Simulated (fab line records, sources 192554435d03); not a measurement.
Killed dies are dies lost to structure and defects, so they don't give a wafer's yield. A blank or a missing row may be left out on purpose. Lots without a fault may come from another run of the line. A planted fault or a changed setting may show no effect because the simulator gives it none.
A struck lot beside a sound one | flow n5_finfet | 16 steps out of a route of 1938
Sound: wafers L165.3, L165.4, L165.5. Struck: wafers L169.3, L169.4, L169.5. The cause comes at the end.
At each step with rows: each side's tool, then ch and its chambers, then its first start. Under that, the readings that differ: sound wafers | struck wafers | difference of the means | sigmas: that difference in standard deviations of wafers without a fault.
alike: readings whose means differ by less than 2 such deviations, and words and numbers that are the same on both sides. not compared: withheld readings, readings that some wafer has no value for, bounds like >300 that may hide the same value, and numbers for which the record gives no deviation and whose values overlap.
The two part at a step that has a row with sigmas, a row that says differs or no value, or rows on one side only. Numbers that don't overlap but have no deviation are shown without sigmas and don't part them. A reading that every wafer of one side lacks parts them only if that side has two wafers or more.

first, 1 step without rows for these wafers: N5_BEOL_M1_CMP_52 (polishes, stops on SiOC, t overpolish 6.8 s, target thk 40 nm).
N5_BEOL_M1_THK_MEAS_53: measures by xrf.
  sound on film_metro-01, day 7 21:33; struck on film_metro-02, day 8 03:42
  alike: M1_THK
N5_BEOL_M1_PRE_CLEAN_60: time 15 s.
  sound on cvd_co-02 ch 0,1, day 7 21:36; struck on cvd_co-01 ch 1,2, day 8 03:47
  alike: heater_power_w
  not compared: susceptor_temp_C
then, 2 steps without rows for these wafers: N5_BEOL_M1_CO_CAP_55 (material Co, precursor CCTBA/H2, target thk 2 nm, time 102.1 s); N5_BEOL_M1_PRE_CLEAN_56 (time 15 s).
N5_BEOL_M1_DEP_57: deposits SiCN from 3MS/NH3, target thk 8 nm, time 14 s.
  sound on pecvd-03 ch 1,2, day 7 21:47; struck on pecvd-02 ch 0,2, day 8 03:56
  alike: showerhead_plenum_p_Torr, throttle_valve_pct
N5_BEOL_M1_RS_MEAS_58: measures by four-point-probe.
  sound on film_metro-01, day 7 21:52; struck on film_metro-02, day 8 04:00
  alike: M1_RS
N5_BEOL_M1_INSPECT_59: inspects for defects (darkfield).
  sound on defect_inspect-02, day 7 21:53; struck on defect_inspect-01, day 8 04:02
  alike: raw_defect_count
N5_BEOL_M2_ILD_DEP_00: deposits SiOC from DEMS/O2, target thk 79 nm, time 15.3 s.
  sound on pecvd-01 ch 0,2, day 7 21:55; struck on pecvd-04 ch 0,1, day 8 04:04
  reading                         | sound             | struck            | difference | sigmas
  showerhead_plenum_p_Torr (Torr) | 5.675 5.693 5.656 | 5.727 5.715 5.723 | +0.047     | +3
  alike: heater_power_w, susceptor_temp_C, throttle_valve_pct
N5_BEOL_M2_THK_MEAS_01:
  sound on film_metro-02, day 7 21:59; struck on film_metro-02, day 8 04:09
  alike: M2_ILD_THK
N5_BEOL_M2_PECVD_72: deposits SiO2 from TEOS/O2, target thk 16 nm, time 18 s.
  sound on pecvd-01 ch 0,1,2, day 7 22:02; struck on pecvd-01 ch 1,2, day 8 04:11
  alike: heater_power_w, showerhead_plenum_p_Torr, susceptor_temp_C, throttle_valve_pct
N5_BEOL_M2_HM_DEP_02: deposits TiN, target thk 20 nm.
  sound on pvd_sputter-01, day 7 22:34; struck on pvd_sputter-01, day 8 04:26
  alike: susceptor_temp_C, throttle_valve_pct
N5_BEOL_M2_COAT_61: time 60 s, resist thk 60 nm.
  sound on litho_track-02 ch 0, day 7 22:42; struck on litho_track-02 ch 0, day 8 04:34
  reading                                  | sound                | struck               | difference | sigmas
  heater_power_total_W (W)                 | 502.7 502.2 502.8    | 452.8 451.2 457.1    | -48.9      | -27
  plate_temp_C (C)                         | 250.18 250.13 250.03 | 231.10 231.01 230.96 | -19.09     | -99 or more
  model.SOC_of_BEOL_M2_COAT_61.thk_nm (nm) | 60 60.2 60           | 60.6 60.8 60.8       | +0.7       |
N5_BEOL_M2_COAT_62: time 60 s, resist thk 12 nm.
  sound on litho_track-02 ch 0; struck on litho_track-02 ch 0
  alike: heater_power_total_W, plate_temp_C
  not compared: model.SOC_of_BEOL_M2_COAT_61.thk_nm
then, 1 step without rows for these wafers: N5_BEOL_M2_COAT_73 (time 60 s, resist thk 5 nm).
N5_BEOL_M4_RC_MEAS_101:
  sound on prober-02 ch 0, day 9 03:14; struck on prober-02 ch 0, day 9 17:15
  alike: DIBL_N, DIBL_P, IOFF_N, IOFF_P, ION_N, ION_P, SS_N, SS_P, VT_N, VT_P

WHERE THEY PART
First at N5_BEOL_M2_ILD_DEP_00; last, within this record, at N5_BEOL_M2_COAT_61. Later steps at which nothing parts them and some readings are alike: N5_BEOL_M2_COAT_62, N5_BEOL_M4_RC_MEAS_101.

WHY: what the simulator had put in
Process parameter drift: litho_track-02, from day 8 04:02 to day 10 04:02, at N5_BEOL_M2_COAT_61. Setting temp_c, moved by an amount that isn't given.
